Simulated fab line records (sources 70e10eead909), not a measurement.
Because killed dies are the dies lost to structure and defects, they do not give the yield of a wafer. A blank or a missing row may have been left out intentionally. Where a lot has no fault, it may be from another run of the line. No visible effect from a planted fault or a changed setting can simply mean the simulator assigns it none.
Which of the tools did it? | flow nand_harc | 6 lots with 18 wafers sampled at 5 steps, on a route of 1159 steps

WHAT THE GAUGES SHOWED, per wafer
NHARC_END_SORT_01.
lot | measured | on | killed_at_array

TOOL THAT RAN EACH LOT (tool first, then ch and the chambers of the sampled wafers, then the start)
lot  | NHARC_A_CHANNEL_HOLE_D1_ETCH_26  | NHARC_A_CHANNEL_FILL_D1_ALD_02   | NHARC_A_CHANNEL_FILL_D1_ALD_14   | NHARC_A_CHANNEL_FILL_D1_ETCHBACK_19
L348 | har_etch-02 ch 0,1, day 9 06:53  | ald_hk-03 ch 2,3, day 9 08:58    | ald_hk-03 ch 1,3, day 9 16:01    | rie_si-06 ch 0,1, day 10 09:50
L351 | har_etch-02 ch 0,1, day 10 02:52 | ald_hk-03 ch 0,1,3, day 10 04:58 | ald_hk-01 ch 0,1,2, day 10 10:51 | rie_si-06 ch 1,2,3, day 11 04:05
L353 | har_etch-01 ch 0,1, day 10 20:19 | ald_hk-03 ch 1,2, day 11 01:24   | ald_hk-03 ch 0,2,3, day 11 08:14 | rie_si-05 ch 0,1,2, day 12 01:09
L355 | har_etch-02 ch 0,1, day 11 15:30 | ald_hk-04 ch 0,1, day 11 17:55   | ald_hk-04 ch 0,1,2, day 12 00:44 | rie_si-05 ch 0,3, day 12 17:28
L365 | har_etch-02 ch 1, day 13 11:43   | ald_hk-03 ch 0,1, day 13 13:49   | ald_hk-04 ch 1,3, day 13 20:37   | rie_si-05 ch 0,1, day 14 14:06
L367 | har_etch-02 ch 0,1, day 13 21:12 | ald_hk-03 ch 0,2,3, day 13 23:20 | ald_hk-03 ch 1,2,3, day 14 06:19 | rie_si-05 ch 0,2,3, day 14 23:16
- NHARC_A_CHANNEL_HOLE_D1_ETCH_26: etches the open film in C4F8/O2/Ar, time 224.1 s, target depth 300 nm.
- NHARC_A_CHANNEL_FILL_D1_ALD_02: deposits SiO2, target thk 6 nm, pulse time 10 s, ald cycles 60.
- NHARC_A_CHANNEL_FILL_D1_ALD_14: deposits SiO2, target thk 2.5 nm, pulse time 10 s, ald cycles 25.
- NHARC_A_CHANNEL_FILL_D1_ETCHBACK_19: etches the open film in HBr/Cl2, target depth 5 nm, time 1.7 s.

THE ANSWER, worked out from the rows above alone
Rule: what is usual is taken from the lots themselves. Put in order of their means at a reading, lots are off if they are a third of the lots or fewer, leave a main group of 4 or more, and stand apart from it by a gap of 3 or more times the standard deviation of the main group's means; of several such gaps the widest counts. A main group whose means are all the same, to the digits that the tables above print for the reading, isn't used. A lot without any number at a reading at which 4 lots or more have one is off too. All remaining lots with rows at the step are treated as sound.
No lot is off at any reading shown: from this, nothing can be told.

WHAT WAS PUT IN BY THE SIMULATOR
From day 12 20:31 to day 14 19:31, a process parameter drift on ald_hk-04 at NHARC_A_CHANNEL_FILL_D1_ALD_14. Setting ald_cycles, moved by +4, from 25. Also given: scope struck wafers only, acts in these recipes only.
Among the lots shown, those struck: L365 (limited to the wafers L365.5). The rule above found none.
